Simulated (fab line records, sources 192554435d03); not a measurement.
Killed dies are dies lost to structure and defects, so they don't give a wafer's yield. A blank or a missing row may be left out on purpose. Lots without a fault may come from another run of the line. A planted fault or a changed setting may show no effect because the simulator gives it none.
Which tool did it? | flow n5_finfet | 10 lots, 30 wafers sampled, at 5 steps of a route of 1938

WHAT THE GAUGES READ, wafer by wafer
The record holds no reading of a measuring or inspecting step that can be judged against a usual standard deviation.

WHICH TOOL RAN EACH LOT (tool, then ch and the chambers of the sampled wafers, then the start)
lot  | N5_MOL_CONTACT_COAG_ETCH_59       | N5_MOL_CONTACT_COAG_CONTACT_ETCH_14 | N5_MOL_CONTACT_COAG_ALD_20          | N5_MOL_CONTACT_COAG_SIL_ANNEAL_21 | N5_PASSIVATION_PROBE_49
L124 | rie_diel-05 ch 0,1, day 4 16:16   | rie_diel-05 ch 0,1, day 4 16:25     | ald_metal-02 ch 0,2,3, day 4 17:14  | rtp_anneal-02 ch 0, day 4 17:42   | prober-02, day 11 12:16
L126 | rie_diel-03 ch 0,1, day 5 06:14   | rie_diel-03 ch 0,1, day 5 06:23     | ald_metal-04 ch 1,2, day 5 08:59    | rtp_anneal-02 ch 0, day 5 09:22   | prober-01, day 12 14:33
L129 | rie_diel-03 ch 1,2, day 5 21:34   | rie_diel-03 ch 1,2, day 5 21:47     | ald_metal-04 ch 0,1,3, day 6 00:25  | rtp_anneal-02 ch 0, day 6 00:49   | prober-02, day 13 16:16
L130 | rie_diel-04 ch 0,1, day 6 02:52   | rie_diel-04 ch 0,1, day 6 03:01     | ald_metal-03 ch 1,3, day 6 04:12    | rtp_anneal-01 ch 0, day 6 04:40   | prober-01, day 13 17:17
L132 | rie_diel-05 ch 1,2, day 6 17:42   | rie_diel-05 ch 1,2, day 6 17:51     | ald_metal-02 ch 0,1,3, day 6 18:40  | rtp_anneal-02 ch 0, day 6 19:12   | prober-01, day 14 16:55
L137 | rie_diel-03 ch 0,2,3, day 7 22:56 | rie_diel-03 ch 0,2,3, day 7 23:05   | ald_metal-03 ch 0,1,3, day 7 23:56  | rtp_anneal-02 ch 0, day 8 00:19   | prober-02, day 15 09:58
L139 | rie_diel-04 ch 0,3, day 8 11:54   | rie_diel-04 ch 0,3, day 8 12:03     | ald_metal-04 ch 0,1, day 8 13:53    | rtp_anneal-01 ch 0, day 8 14:15   | prober-02, day 15 22:01
L140 | rie_diel-05 ch 0,1,3, day 8 14:04 | rie_diel-05 ch 0,1,3, day 8 14:13   | ald_metal-02 ch 1,2, day 8 17:42    | rtp_anneal-01 ch 0, day 8 18:08   | prober-01, day 15 22:40
L141 | rie_diel-04 ch 0,2,3, day 8 23:02 | rie_diel-04 ch 0,2,3, day 8 23:11   | ald_metal-03 ch 0,1,2, day 9 00:02  | rtp_anneal-02 ch 0, day 9 00:24   | prober-01, day 16 23:17
L147 | rie_diel-05 ch 1,2, day 10 11:06  | rie_diel-05 ch 1,2, day 10 11:15    | ald_metal-03 ch 0,1,3, day 10 12:09 | rtp_anneal-01 ch 0, day 10 12:33  | prober-02, day 18 01:01
- N5_MOL_CONTACT_COAG_ETCH_59: etches underlayer in N2/H2, target depth 13 nm, time 10.4 s.
- N5_MOL_CONTACT_COAG_CONTACT_ETCH_14: etches SiO2 in C4F6/O2, target depth 27.5 nm, overetch 8.5 nm, time 20 s.
- N5_MOL_CONTACT_COAG_ALD_20: deposits TiN, target thk 1.5 nm, pulse time 1 s, purge time 3 s.
- N5_MOL_CONTACT_COAG_SIL_ANNEAL_21: time 60 s.
- N5_PASSIVATION_PROBE_49

WHAT THE TOOLS THEMSELVES READ (means of the sampled wafers that have a number; where no wafer has one, the mark that the record gives instead)
N5_MOL_CONTACT_COAG_ETCH_59. Usual: drypump_motor_current_A 5.8 A, standard deviation 0.33; etch_rf_on_time_s 10.32 s, standard deviation 0.14; oes_product_au 0.67 a.u., standard deviation 0.071; rf_fwd_power_W 819.3 W, standard deviation 2.5; rf_vpp_V 524.9 V, standard deviation 2.4; showerhead_plenum_p_Torr 2.58 Torr, standard deviation 0.082; throttle_valve_pct 17.8 %, standard deviation 0.31.
lot  | tool        | drypump_motor_current_A (A) | etch_rf_on_time_s (s) | oes_product_au (a.u.) | rf_fwd_power_W (W) | rf_vpp_V (V) | showerhead_plenum_p_Torr (Torr) | throttle_valve_pct (%) | flag
L124 | rie_diel-05 | 5.6                         | 10.34                 | 0.68                  | 819.1              | 527.4        | 2.68                            | 17.8                   |
L126 | rie_diel-03 | 5.6                         | 10.38                 | 0.62                  | 819.2              | 524.2        | 2.56                            | 17.9                   |
L129 | rie_diel-03 | 5.5                         | 10.27                 | 0.70                  | 820.0              | 523.8        | 2.53                            | 17.4                   |
L130 | rie_diel-04 | 6.4                         | 10.40                 | 0.60                  | 819.2              | 526.3        | 2.62                            | 18.0                   |
L132 | rie_diel-05 | 5.5                         | 10.41                 | 0.70                  | 818.4              | 525.6        | 2.60                            | 17.8                   |
L137 | rie_diel-03 | 5.7                         | 10.44                 | 0.65                  | 820.8              | 526.2        | 2.61                            | 17.9                   |
L139 | rie_diel-04 | 6.2                         | 10.32                 | 0.63                  | 817.8              | 524.2        | 2.56                            | 18.1                   |
L140 | rie_diel-05 | 5.7                         | 10.24                 | 0.69                  | 819.1              | 526.0        | 2.60                            | 17.7                   |
L141 | rie_diel-04 | 6.2                         | 10.39                 | 0.63                  | 822.1              | 524.8        | 2.57                            | 18.2                   |
L147 | rie_diel-05 | 5.5                         | 10.44                 | 0.63                  | 819.5              | 526.3        | 2.62                            | 17.9                   |

N5_MOL_CONTACT_COAG_CONTACT_ETCH_14. Usual: drypump_motor_current_A 5.8 A, standard deviation 0.33; oes_f_703_au 0.79 a.u., standard deviation 0.081; oes_product_au 0.67 a.u., standard deviation 0.066; rf_fwd_power_W 362.3 W, standard deviation 1.9; rf_vpp_V 694 V, standard deviation 3.1; showerhead_plenum_p_Torr 2.92 Torr, standard deviation 0.089; throttle_valve_pct 21.26 %, standard deviation 0.26.
lot  | tool        | drypump_motor_current_A (A) | oes_f_703_au (a.u.) | oes_product_au (a.u.) | rf_fwd_power_W (W) | rf_vpp_V (V) | showerhead_plenum_p_Torr (Torr) | throttle_valve_pct (%) | flag
L124 | rie_diel-05 | 5.6                         | 0.80                | 0.68                  | 362.6              | 697          | 3.02                            | 21.17                  |
L126 | rie_diel-03 | 5.6                         | 0.73                | 0.62                  | 361.5              | 692          | 2.90                            | 21.25                  |
L129 | rie_diel-03 | 5.6                         | 0.82                | 0.69                  | 362.7              | 692          | 2.86                            | 20.84                  |
L130 | rie_diel-04 | 6.4                         | 0.71                | 0.59                  | 365.1              | 696          | 2.96                            | 21.44                  |
L132 | rie_diel-05 | 5.5                         | 0.81                | 0.70                  | 364.7              | 694          | 2.94                            | 21.18                  |
L137 | rie_diel-03 | 5.6                         | 0.77                | 0.65                  | 361.8              | 695          | 2.95                            | 21.34                  |
L139 | rie_diel-04 | 6.2                         | 0.74                | 0.63                  | 361.1              | 693          | 2.89                            | 21.47                  |
L140 | rie_diel-05 | 5.6                         | 0.80                | 0.68                  | 363.1              | 695          | 2.95                            | 21.17                  |
L141 | rie_diel-04 | 6.3                         | 0.73                | 0.63                  | 360.4              | 693          | 2.89                            | 21.49                  |
L147 | rie_diel-05 | 5.5                         | 0.74                | 0.63                  | 363.9              | 694          | 2.94                            | 21.28                  |

N5_MOL_CONTACT_COAG_ALD_20. Usual: heater_power_w 880 W, standard deviation 62; precursor_pulse_height_rel 1.002, standard deviation 0.02; susceptor_temp_C 399.98 C, standard deviation 0.22.
lot  | tool         | heater_power_w (W) | precursor_pulse_height_rel | susceptor_temp_C (C) | flag
L124 | ald_metal-02 | 904                | 1.000                      | 399.97               |
L126 | ald_metal-04 | 870                | 1.014                      | 400.20               |
L129 | ald_metal-04 | 907                | 1.004                      | 399.98               |
L130 | ald_metal-03 | 856                | 1.006                      | 399.89               |
L132 | ald_metal-02 | 897                | 0.995                      | 400.01               |
L137 | ald_metal-03 | 883                | 1.009                      | 399.98               |
L139 | ald_metal-04 | 869                | 1.019                      | 406.21               | OFF
L140 | ald_metal-02 | 861                | 1.020                      | 400.11               |
L141 | ald_metal-03 | 886                | 1.008                      | 400.11               |
L147 | ald_metal-03 | 881                | 0.998                      | 399.80               |

N5_MOL_CONTACT_COAG_SIL_ANNEAL_21. Usual: lamp_power_pct 6.22 %, standard deviation 0.031; wafer_temp_C_max 552.7, standard deviation 0.96.
lot  | tool          | lamp_power_pct (%) | wafer_temp_C_max | flag
L124 | rtp_anneal-02 | 6.26               | 553.8            |
L126 | rtp_anneal-02 | 6.25               | 553.4            |
L129 | rtp_anneal-02 | 6.24               | 553.5            |
L130 | rtp_anneal-01 | 6.19               | 551.6            |
L132 | rtp_anneal-02 | 6.25               | 553.7            |
L137 | rtp_anneal-02 | 6.25               | 552.8            |
L139 | rtp_anneal-01 | 6.19               | 552.0            |
L140 | rtp_anneal-01 | 6.19               | 551.7            |
L141 | rtp_anneal-02 | 6.25               | 554.2            |
L147 | rtp_anneal-01 | 6.19               | 552.2            |

N5_PASSIVATION_PROBE_49. Usual: killed_at_M0_to_M3 35, standard deviation 11; killed_at_M4_up 14, standard deviation 5.4; killed_at_contacts 12, standard deviation 6.2; killed_at_front_end 38, standard deviation 11; killed_at_other 4.1, standard deviation 2.8; killed_dies 103, standard deviation 17; killed_open 66, standard deviation 13; killed_short 34, standard deviation 8.2.
lot  | tool      | killed_at_M0_to_M3 | killed_at_M4_up | killed_at_contacts | killed_at_front_end | killed_at_other | killed_dies | killed_open | killed_short | flag
L124 | prober-02 | 25                 | 12              | 4                  | 31                  | 2.7             | 75          | 43          | 29           |
L126 | prober-01 | 29                 | 17              | 10                 | 44                  | 1.7             | 102         | 67          | 31           |
L129 | prober-02 | 38                 | 15              | 22                 | 38                  | 6.3             | 119         | 70          | 45           |
L130 | prober-01 | 30                 | 13              | 18                 | 40                  | 4.0             | 104         | 64          | 37           |
L132 | prober-01 | 40                 | 11              | 8                  | 33                  | 6.0             | 99          | 61          | 35           |
L137 | prober-02 | 29                 | 13              | 9                  | 49                  | 5.0             | 105         | 69          | 33           |
L139 | prober-02 | 30                 | 8               | 13                 | 36                  | 3.0             | 89          | 57          | 31           |
L140 | prober-01 | 43                 | 8               | 12                 | 29                  | 3.7             | 95          | 66          | 29           |
L141 | prober-01 | 38                 | 16              | 3                  | 31                  | 2.7             | 91          | 61          | 27           |
L147 | prober-02 | 33                 | 16              | 9                  | 30                  | 2.7             | 92          | 57          | 35           |

THE ANSWER, worked out from the rows above alone
Rule: a lot is off if the mean of its wafers that have a number lies more than 3 standard deviations from the usual mean. A lot without any number at a reading at which 4 lots or more have one is off too. The other lots that the step has rows for count as sound. The gauges are gone through in route order, then the tools' own readings, and for those a lot's mean is taken as printed above. The first step at which some lot is off is used, and at that step the reading that is off furthest; a lot without a number counts as furthest.
Off: L139, at N5_MOL_CONTACT_COAG_ALD_20 (susceptor_temp_C).
A tool fits if, at that step or a process step before it, it ran every lot that is off, and no sound lot after the first of them. One fits: ald_metal-04 at N5_MOL_CONTACT_COAG_ALD_20. Its last sound lot is L129 (day 6 00:25), its first lot that is off L139 (day 8 13:53): a fault that began between those two fits.
The tool's own readings at N5_MOL_CONTACT_COAG_ALD_20 bear it out: on the lots that are off they differ by more than 5 times the standard deviation of the sound lots' means. susceptor_temp_C reads 406.21 C there against 400.01 C on the sound lots.

WHAT THE SIMULATOR HAD PUT IN
Process parameter drift: ald_metal-04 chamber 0, from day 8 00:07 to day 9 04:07, at N5_MOL_CONTACT_COAG_ALD_20. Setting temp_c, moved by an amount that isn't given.
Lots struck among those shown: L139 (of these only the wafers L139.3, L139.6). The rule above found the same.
